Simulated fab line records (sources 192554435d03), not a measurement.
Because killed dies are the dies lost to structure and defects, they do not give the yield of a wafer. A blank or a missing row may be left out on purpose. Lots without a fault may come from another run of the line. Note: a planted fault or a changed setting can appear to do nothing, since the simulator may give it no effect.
fab line records	flow n5Finfet
record: lots: 7	wafers: 39
route steps=1938 shown BEOL_M6@1198 BEOL_M7@1263 BEOL_M10@1509
startH: start of the lot's first displayed wafer, in hours after the record's first day	waitH: hours from the lot's prior step to this one	" same as the row above	L1.1+2: several wafers, shown together as one row	- no value, or no start given	* or withheld: withheld	< > ~ a bound
route shown NAME@n: names a module that has steps shown in the file, with the first one's number in the route	usual: mean/standard deviation of fault-free wafers	same: alike in all rows	chamber/n: place in a boat	sites: readings site by site	_std_site: standard deviation of those values	_edge_site: inner sites' mean taken away from outer sites' mean	radiusMm: for every site, how far away it sits from the centre of the wafer	mask NAME#n: copy n	behind: the most recent tool/chamber to have shaped the wafer	hold: why the lot was held/for how many hours/how that ended	device: which transistor (n, p or np) failed to switch	end of line: tests run on the same wafers once the route is complete	a step with no rows: only its recipe	killed: count of dies lost to structure and defects at first sort (not the wafer's yield)	map: per-die view of a wafer (x killed, . not killed, _ where there is no die)
set.NAME: the run value of the setting; set.NAME@STEP: its run value at that earlier step	model.NAME: the simulator's own value behind a step, which no gauge read
lots where settings were altered on purpose, with a table for each step and a row for each wafer
== steps ==
step: N5_BEOL_M6_HM_DEP_02
recipe: material: TiN	targetThkA: 200	tempC: 25	chamberPressurePa: 0.49996
lot.wafer	tool	chamber	startH	waitH	set.targetThkA	model.TiN_of_BEOL_M6_HM_DEP_02.thkNm
L075.1+2	pvdSputter-02	-	200.50	1.1	200	20.4
L075.3	"	-	"	"	291.9	29.2
L075.4	"	-	"	"	291.9	29.4
L075.5	"	-	"	"	200	20
L075.6	"	-	"	"	291.9	29.6
L078.1+4+6	pvdSputter-01	-	216.61	0.0	200	20.4
L078.2+5	"	-	"	"	200	20
L078.3	"	-	"	"	200	20.2
L089.1	pvdSputter-03	-	280.28	4.7	200	20.2
L089.2	"	-	"	"	200	19.6
L089.3+4+5	"	-	"	"	200	20
L089.6	"	-	"	"	200	20.4
L086.1+6	pvdSputter-03	-	280.52	4.5	111.7	11.8
L086.2	"	-	"	"	200	20.4
L086.3+5	"	-	"	"	200	20.2
L086.4	"	-	"	"	111.7	11.6
L088.1+3+5	pvdSputter-03	-	288.95	1.1	200	20.2
L088.2	"	-	"	"	154	15.4
L088.4	"	-	"	"	154	15.2
L088.6	"	-	"	"	154	15.6
L090.1+6	pvdSputter-03	-	297.26	3.4	200	20.4
L090.5	"	-	"	"	200	20.2
L093.1	pvdSputter-01	-	324.66	1.9	200	20.2
L093.2+3	"	-	"	"	249.1	25
L093.4+6	"	-	"	"	200	20.4
L093.5	"	-	"	"	249.1	25.2
step: N5_BEOL_M6_COAT_59
recipe: resist: SOC	tempC: 250	timeS: 60	spinRpm: 1500	resistThkNm: 100
step: N5_BEOL_M6_COAT_60
recipe: resist: SiARC	tempC: 220	timeS: 60	spinRpm: 1500	resistThkNm: 35
step: N5_BEOL_M6_STRIP_68
recipe: chemistry: N2/H2	tempC: 40	n2FlowSccm: 200	h2FlowSccm: 200	rfFrequencyHz: 6e+07
step: N5_BEOL_M6_STRIP_67
recipe: chemistry: CF4	resist: SiARC	powerW: 300	biasPowerW: 75	pressureMtorr: 50	cf4FlowSccm: 150	rfFrequencyHz: 6e+07
step: N5_BEOL_M6_HM_OPEN_17
recipe: chemistry: Cl2/BCl3	targetDepthA: 200	overetchA: 60	target: TiN	maskMaterial: SOC	ionEnergyEv: 150	pressureMtorr: 10	icpW: 1000	biasW: 126	Cl2_flow_sccm: 53.25	bcl3FlowSccm: 21.75	Ar_flow_sccm: 25
lot.wafer	tool	chamber	startH	waitH	set.targetThkA@BEOL_M6_HM_DEP_02	model.etch.depthNm
L075.1	rieMetal-03	1	201.37	0.0	200	20.32
L075.2	"	0	"	"	200	20.41
L075.3	"	1	"	"	291.9	25.92
L075.4	"	0	"	"	291.9	25.04
L075.5	"	0	"	"	200	19.98
L075.6	"	1	"	"	291.9	25.5
L078.1	rieMetal-02	0	217.75	0.0	200	20.32
L078.2	"	1	"	"	200	20.01
L078.3	"	0	"	"	200	20.15
L078.4	"	1	"	"	200	20.38
L078.5	"	1	"	"	200	19.93
L078.6	"	0	"	"	200	20.37
L089.1	rieMetal-02	1	281.15	0.0	200	20.18
L089.2	"	0	"	"	200	19.67
L089.3	"	1	"	"	200	20.09
L089.4	"	0	"	"	200	20.05
L089.5	"	0	"	"	200	20.06
L089.6	"	1	"	"	200	20.47
L086.1	rieMetal-02	0	281.39	0.0	111.7	11.73
L086.2	"	1	"	"	200	20.42
L086.3	"	0	"	"	200	20.29
L086.4	"	1	"	"	111.7	11.67
L086.5	"	1	"	"	200	20.21
L086.6	"	0	"	"	111.7	11.86
L088.1	rieMetal-03	1	289.95	0.0	200	20.29
L088.2	"	0	"	"	154	15.46
L088.3	"	0	"	"	200	20.23
L088.4	"	1	"	"	154	15.27
L088.5	"	0	"	"	200	20.17
L088.6	"	1	"	"	154	15.66
L090.1	rieMetal-02	0	298.13	0.0	200	20.32
L090.5	"	0	"	"	200	20.22
L090.6	"	1	"	"	200	20.3
L093.1	rieMetal-03	1	325.53	0.0	200	20.1
L093.2+3	"	0,1	"	"	249.1	25.06
L093.4	"	0	"	"	200	20.42
L093.5	"	1	"	"	249.1	25.13
L093.6	"	0	"	"	200	20.36
step: N5_BEOL_M7_ILD_DEP_00
recipe: material: SiCOH_lowk	targetThkA: 1797.5	tempC: 300	precursor: DEMS/porogen	pressureTorr: 5	rfW: 500	timeS: 33.4
lot.wafer	tool	chamber	startH	waitH	set.targetThkA	model.SiCOH_lowk_of_BEOL_M7_ILD_DEP_00.thkNm
L075.1	pecvd-01	1	206.34	0.0	2292	225.8
L075.2	"	2	"	"	1797.5	181.8
L075.3	"	0	"	"	1797.5	178.6
L075.4+5	"	2,0	"	"	2292	231.8
L075.6	"	1	"	"	1797.5	179.2
L078.1	pecvd-01	2	224.71	0.0	1797.5	181.4
L078.2	"	0	"	"	1797.5	179.6
L078.3	"	0	"	"	1797.5	184
L078.4	"	2	"	"	1797.5	183.2
L078.5	"	0	"	"	1797.5	184.2
L078.6	"	2	"	"	1797.5	183.6
L086.1+5	pecvd-02	1,0	289.41	0.0	1797.5	179.4
L086.2+4	"	0,2	"	"	1797.5	180.4
L086.3	"	2	"	"	1797.5	179.2
L086.6	"	1	"	"	1797.5	179.8
L089.1	pecvd-01	2	289.61	0.0	1797.5	180.8
L089.2+3	"	0,1	"	"	973	100
L089.4	"	1	"	"	973	100.2
L089.5	"	0	"	"	1797.5	184.6
L089.6	"	2	"	"	1797.5	184
L088.1	pecvd-02	2	296.21	0.0	1797.5	178.2
L088.2	"	1	"	"	2075	205.6
L088.3	"	0	"	"	2075	207.8
L088.4	"	0	"	"	1797.5	184.6
L088.5	"	1	"	"	2075	209.6
L088.6	"	2	"	"	1797.5	182.2
L090.1	pecvd-02	0	303.76	0.0	1797.5	180.8
L090.5+6	"	2,0	"	"	1797.5	181.2
L093.1	pecvd-04	2	330.90	0.0	1797.5	175.4
L093.2	"	0	"	"	2537	249.6
L093.3	"	1	"	"	1797.5	177
L093.4	"	0	"	"	1797.5	178.2
L093.5	"	1	"	"	2537	251.6
L093.6	"	2	"	"	2537	253.6
step: N5_BEOL_M7_CURE_74
recipe: tempC: 385	timeS: 240	ambient: He/Ar	material: SiCOH_lowk
lot.wafer	tool	chamber	startH	waitH	set.targetThkA@BEOL_M7_ILD_DEP_00	model.SiCOH_lowk_of_BEOL_M7_ILD_DEP_00.thkNm
L075.1	uvCure-03	2	206.63	0.3	2292	195.2
L075.2	"	2	"	"	1797.5	156.8
L075.3	"	2	"	"	1797.5	154
L075.4	"	2	"	"	2292	200.6
L075.5	"	2	"	"	2292	200.4
L075.6	"	2	"	"	1797.5	154.6
L078.1	uvCure-03	2	225.23	0.5	1797.5	156.4
L078.2	"	2	"	"	1797.5	155
L078.3	"	2	"	"	1797.5	158.6
L078.4	"	2	"	"	1797.5	158
L078.5	"	2	"	"	1797.5	159
L078.6	"	2	"	"	1797.5	158.2
L086.1+3	uvCure-03	1	289.90	0.5	1797.5	154.6
L086.2+4	"	1	"	"	1797.5	155.6
L086.5	"	1	"	"	1797.5	154.8
L086.6	"	1	"	"	1797.5	155
L089.1	uvCure-02	0	290.06	0.4	1797.5	156
L089.2+3	"	0	"	"	973	85.8
L089.4	"	0	"	"	973	86
L089.5	"	0	"	"	1797.5	159.2
L089.6	"	0	"	"	1797.5	158.6
L088.1	uvCure-02	1	296.27	0.0	1797.5	153.6
L088.2	"	1	"	"	2075	177.6
L088.3	"	1	"	"	2075	179.6
L088.4	"	1	"	"	1797.5	159.2
L088.5	"	1	"	"	2075	181
L088.6	"	1	"	"	1797.5	157
L090.1	uvCure-03	2	303.84	0.1	1797.5	155.8
L090.5+6	"	2	"	"	1797.5	156.4
L093.1	uvCure-03	2	330.97	0.0	1797.5	151.2
L093.2	"	2	"	"	2537	216
L093.3	"	2	"	"	1797.5	152.6
L093.4	"	2	"	"	1797.5	153.6
L093.5	"	2	"	"	2537	217.8
L093.6	"	2	"	"	2537	219.6
step: N5_BEOL_M7_THK_MEAS_01
recipe: reads: SiCOH_lowk_of_BEOL_M7_ILD_DEP_00
usual: M7_ILD_THK: 155.1/2.2
lot.wafer	tool	chamber	startH	waitH	set.targetThkA@BEOL_M7_ILD_DEP_00	M7_ILD_THK[nm]
L075.1	filmMetro-01	-	207.15	0.4	2292	195.3
L075.2	"	-	"	"	1797.5	156.7
L075.3	"	-	"	"	1797.5	154.0
L075.4	"	-	"	"	2292	200.5
L075.5	"	-	"	"	2292	200.4
L075.6	"	-	"	"	1797.5	154.7
L078.1	filmMetro-02	-	225.74	0.4	1797.5	156.3
L078.2	"	-	"	"	1797.5	155.1
L078.3	"	-	"	"	1797.5	158.5
L078.4	"	-	"	"	1797.5	158.1
L078.5	"	-	"	"	1797.5	159.0
L078.6	"	-	"	"	1797.5	158.3
L089.1	filmMetro-01	-	291.05	0.8	1797.5	156.0
L089.2	"	-	"	"	973	85.8
L089.3	"	-	"	"	973	85.8
L089.4	"	-	"	"	973	86.0
L089.5	"	-	"	"	1797.5	159.0
L089.6	"	-	"	"	1797.5	158.7
L086.1	filmMetro-01	-	291.85	1.6	1797.5	154.7
L086.2	"	-	"	"	1797.5	155.8
L086.3	"	-	"	"	1797.5	154.6
L086.4	"	-	"	"	1797.5	155.6
L086.5	"	-	"	"	1797.5	154.7
L086.6	"	-	"	"	1797.5	155.2
L088.1	filmMetro-01	-	296.79	0.4	1797.5	153.6
L088.2	"	-	"	"	2075	177.5
L088.3	"	-	"	"	2075	179.6
L088.4	"	-	"	"	1797.5	159.1
L088.5	"	-	"	"	2075	180.9
L088.6	"	-	"	"	1797.5	157.1
L090.1	filmMetro-02	-	304.35	0.4	1797.5	155.9
L090.5	"	-	"	"	1797.5	156.4
L090.6	"	-	"	"	1797.5	156.3
L093.1	filmMetro-02	-	331.48	0.4	1797.5	151.2
L093.2	"	-	"	"	2537	216.4
L093.3	"	-	"	"	1797.5	152.7
L093.4	"	-	"	"	1797.5	153.6
L093.5	"	-	"	"	2537	218.1
L093.6	"	-	"	"	2537	219.7
step: N5_BEOL_M10_VIA_ETCH_34
recipe: chemistry: C4F6/O2	target: SiCOH_lowk	targetDepthA: 1845	maskMaterial: SOC	taperDeg: 4	timeS: 69.2	ionEnergyEv: 250	pressureMtorr: 30	sourceW: 345	biasW: 185	Ar_flow_sccm: 300	C4F6_flow_sccm: 10	O2_flow_sccm: 10
lot.wafer	tool	chamber	startH	waitH	set.timeS	model.etch.depthNm	model.SOC_of_BEOL_M10_COAT_63.thkNm
L075.1	rieDiel-06	2	243.34	0.0	69.2	187.4	92.2
L075.2	"	0	"	"	69.2	186.3	92.4
L075.3	"	3	"	"	69.2	183.9	92.4
L075.4	"	1	"	"	69.2	180.9	92.4
L075.5	"	0	"	"	69.2	186.6	92
L075.6	"	3	"	"	69.2	185.2	92
L078.1	rieDiel-06	1	255.40	0.0	83.6	218.7	90.4
L078.2	"	0	"	"	69.2	188	92
L078.3	"	2	"	"	83.6	226.6	89.8
L078.4	"	3	"	"	69.2	185.4	91.6
L078.5	"	0	"	"	69.2	187.7	92
L078.6	"	1	"	"	83.6	218.9	90.4
L089.1	rieDiel-05	3	318.30	0.0	99.06	269.1	88
L089.2	"	0	"	"	99.06	255.1	88.4
L089.3	"	1	"	"	99.06	269.2	87.6
L089.4	"	1	"	"	69.2	186.8	91.4
L089.5	"	3	"	"	69.2	189.1	91.6
L089.6	"	0	"	"	69.2	178.3	92
L088.1	rieDiel-04	1	323.93	0.0	101.9	270.2	88.2
L088.2	"	2	"	"	101.9	274.8	87.4
L088.3	"	3	"	"	69.2	186	92
L088.4	"	0	"	"	101.9	274.4	88.4
L088.5	"	1	"	"	69.2	183.4	92.2
L088.6	"	0	"	"	69.2	184	92
L086.1	rieDiel-05	1	324.45	0.0	69.2	187.6	91.6
L086.2	"	3	"	"	30.94	84.5	96.4
L086.3	"	0	"	"	30.94	80.26	96.2
L086.4	"	3	"	"	30.94	85.11	96.2
L086.5	"	1	"	"	69.2	189.4	92
L086.6	"	0	"	"	69.2	178.3	92
L090.1	rieDiel-05	3	331.40	0.0	69.2	190.8	92.2
L090.5	"	0	"	"	69.2	179.1	93
L090.6	"	3	"	"	69.2	191.4	92.2
L093.1	rieDiel-06	3	360.13	0.0	69.2	184.9	92.4
L093.2	"	2	"	"	69.2	187.7	92.2
L093.3	"	1	"	"	69.2	180.5	92.6
L093.4	"	0	"	"	69.2	187	92.4
L093.5	"	3	"	"	69.2	185.4	92.2
L093.6	"	0	"	"	69.2	186	92.2
== key ==
split: step: N5_BEOL_M6_HM_DEP_02	setting: targetThkA	stated: 200	by: wafer
response: step: N5_BEOL_M6_HM_DEP_02	reading: model.TiN_of_BEOL_M6_HM_DEP_02.thkNm	change: +0.197	per: 1%	r: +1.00
response: step: N5_BEOL_M6_HM_OPEN_17	reading: model.etch.depthNm	change: +0.163	per: 1%	r: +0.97
split: step: N5_BEOL_M7_ILD_DEP_00	setting: targetThkA	stated: 1797.5	by: wafer
response: step: N5_BEOL_M7_ILD_DEP_00	reading: model.SiCOH_lowk_of_BEOL_M7_ILD_DEP_00.thkNm	change: +1.81	per: 1%	r: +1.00
response: step: N5_BEOL_M7_CURE_74	reading: model.SiCOH_lowk_of_BEOL_M7_ILD_DEP_00.thkNm	change: +1.57	per: 1%	r: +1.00
response: step: N5_BEOL_M7_THK_MEAS_01	reading: M7_ILD_THK	change: +1.58	per: 1%	r: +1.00
split: step: N5_BEOL_M10_VIA_ETCH_34	setting: timeS	stated: 69.2	by: wafer
response: step: N5_BEOL_M10_VIA_ETCH_34	reading: model.etch.depthNm	change: +1.84	per: 1%	r: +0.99
response: step: N5_BEOL_M10_VIA_ETCH_34	reading: model.SOC_of_BEOL_M10_COAT_63.thkNm	change: -0.0828	per: 1%	r: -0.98
